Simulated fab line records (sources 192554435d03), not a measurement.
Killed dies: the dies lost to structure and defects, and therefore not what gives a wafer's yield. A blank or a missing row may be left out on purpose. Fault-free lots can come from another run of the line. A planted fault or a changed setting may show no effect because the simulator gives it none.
Matching of chambers || flow n5-finfet || N5_BEOL_M2_ETCH_69 on rie-diel-05: 4 sister chambers
The step etches SiARC in CF4, target depth 15.6 nm, time 26 s. 16 wafers are shown with their chamber, then 8 later ones without.

## WAFERS PAIRED WITH THEIR CHAMBERS
{"wafer": "L075.1", "chamber": 1, "showerhead-plenum-p-Torr (Torr)": 2.11, "throttle-valve-pct (%)": 15.39, "drypump-motor-current-A (A)": 6.2}
{"wafer": "L075.2", "chamber": 2, "showerhead-plenum-p-Torr (Torr)": 2.22, "throttle-valve-pct (%)": 15.79, "drypump-motor-current-A (A)": 5.6}
{"wafer": "L075.6", "chamber": 0, "showerhead-plenum-p-Torr (Torr)": 2.19, "throttle-valve-pct (%)": 15.53, "drypump-motor-current-A (A)": 5.4}
{"wafer": "L074.1", "chamber": 2, "showerhead-plenum-p-Torr (Torr)": 2.22, "throttle-valve-pct (%)": 15.78, "drypump-motor-current-A (A)": 5.6}
{"wafer": "L074.4", "chamber": 1, "showerhead-plenum-p-Torr (Torr)": 2.11, "throttle-valve-pct (%)": 15.39, "drypump-motor-current-A (A)": 6.2}
{"wafer": "L074.6", "chamber": 0, "showerhead-plenum-p-Torr (Torr)": 2.19, "throttle-valve-pct (%)": 15.52, "drypump-motor-current-A (A)": 5.3}
{"wafer": "L078.2", "chamber": 0, "showerhead-plenum-p-Torr (Torr)": 2.19, "throttle-valve-pct (%)": 15.53, "drypump-motor-current-A (A)": 5.3}
{"wafer": "L078.3", "chamber": 2, "showerhead-plenum-p-Torr (Torr)": 2.22, "throttle-valve-pct (%)": 15.78, "drypump-motor-current-A (A)": 5.7}
{"wafer": "L078.6", "chamber": 1, "showerhead-plenum-p-Torr (Torr)": 2.11, "throttle-valve-pct (%)": 15.39, "drypump-motor-current-A (A)": 6.2}
{"wafer": "L077.4", "chamber": 0, "showerhead-plenum-p-Torr (Torr)": 2.19, "throttle-valve-pct (%)": 15.52, "drypump-motor-current-A (A)": 5.3}
{"wafer": "L077.5", "chamber": 1, "showerhead-plenum-p-Torr (Torr)": 2.11, "throttle-valve-pct (%)": 15.40, "drypump-motor-current-A (A)": 6.2}
{"wafer": "L077.6", "chamber": 2, "showerhead-plenum-p-Torr (Torr)": 2.22, "throttle-valve-pct (%)": 15.78, "drypump-motor-current-A (A)": 5.6}
{"wafer": "L084.1", "chamber": 0, "showerhead-plenum-p-Torr (Torr)": 2.19, "throttle-valve-pct (%)": 15.57, "drypump-motor-current-A (A)": 5.3}
{"wafer": "L084.3", "chamber": 2, "showerhead-plenum-p-Torr (Torr)": 2.22, "throttle-valve-pct (%)": 15.83, "drypump-motor-current-A (A)": 5.6}
{"wafer": "L084.4", "chamber": 3, "showerhead-plenum-p-Torr (Torr)": 2.11, "throttle-valve-pct (%)": 15.25, "drypump-motor-current-A (A)": 5.6}
{"wafer": "L085.1", "chamber": 1, "showerhead-plenum-p-Torr (Torr)": 2.10, "throttle-valve-pct (%)": 15.42, "drypump-motor-current-A (A)": 6.2}

SIGNATURES, as means of the wafers listed above
{"reading": "showerhead-plenum-p-Torr", "chamber 0": 2.1900, "chamber 1": 2.1080, "chamber 2": 2.2200, "chamber 3": 2.1100, "scatter within a chamber": 0.00258}
{"reading": "throttle-valve-pct", "chamber 0": 15.5340, "chamber 1": 15.3980, "chamber 2": 15.7920, "chamber 3": 15.2500, "scatter within a chamber": 0.0189}
{"reading": "drypump-motor-current-A", "chamber 0": 5.320, "chamber 1": 6.200, "chamber 2": 5.620, "chamber 3": 5.600, "scatter within a chamber": 0.0365}
Rule: distance of a wafer from a chamber = root of the sum over the readings of ((wafer's reading minus chamber's mean) / reading's scatter) squared. The wafer belongs to the nearest chamber; if the next one is less than 2 further off, it can't be placed. How the scatter is found: for the shown wafers, subtract from each reading the mean of its chamber, square and add these, divide the total by (wafers less chambers), then take the root.

## WAFERS WHOSE CHAMBER IS MISSING
{"wafer": "L085.4", "showerhead-plenum-p-Torr (Torr)": 2.11, "throttle-valve-pct (%)": 15.24, "drypump-motor-current-A (A)": 5.6}
{"wafer": "L085.6", "showerhead-plenum-p-Torr (Torr)": 2.21, "throttle-valve-pct (%)": 15.82, "drypump-motor-current-A (A)": 5.6}
{"wafer": "L092.1", "showerhead-plenum-p-Torr (Torr)": 2.10, "throttle-valve-pct (%)": 15.45, "drypump-motor-current-A (A)": 6.2}
{"wafer": "L092.2", "showerhead-plenum-p-Torr (Torr)": 2.11, "throttle-valve-pct (%)": 15.27, "drypump-motor-current-A (A)": 5.6}
{"wafer": "L092.4", "showerhead-plenum-p-Torr (Torr)": 2.18, "throttle-valve-pct (%)": 15.58, "drypump-motor-current-A (A)": 5.4}
{"wafer": "L096.2", "showerhead-plenum-p-Torr (Torr)": 2.10, "throttle-valve-pct (%)": 15.46, "drypump-motor-current-A (A)": 6.2}
{"wafer": "L096.5", "showerhead-plenum-p-Torr (Torr)": 2.21, "throttle-valve-pct (%)": 15.85, "drypump-motor-current-A (A)": 5.6}
{"wafer": "L096.6", "showerhead-plenum-p-Torr (Torr)": 2.10, "throttle-valve-pct (%)": 15.28, "drypump-motor-current-A (A)": 5.5}

## THE CHAMBER EACH PASSED THROUGH
{"wafer": "L085.4", "from the rows above": 3, "in truth": 3}
{"wafer": "L085.6", "from the rows above": 2, "in truth": 2}
{"wafer": "L092.1", "from the rows above": 1, "in truth": 1}
{"wafer": "L092.2", "from the rows above": 3, "in truth": 3}
{"wafer": "L092.4", "from the rows above": 0, "in truth": 0}
{"wafer": "L096.2", "from the rows above": 1, "in truth": 1}
{"wafer": "L096.5", "from the rows above": 2, "in truth": 2}
{"wafer": "L096.6", "from the rows above": 3, "in truth": 3}
Correctly placed: 8 of 8. Not placeable from these rows: 0. Wrongly placed: 0.
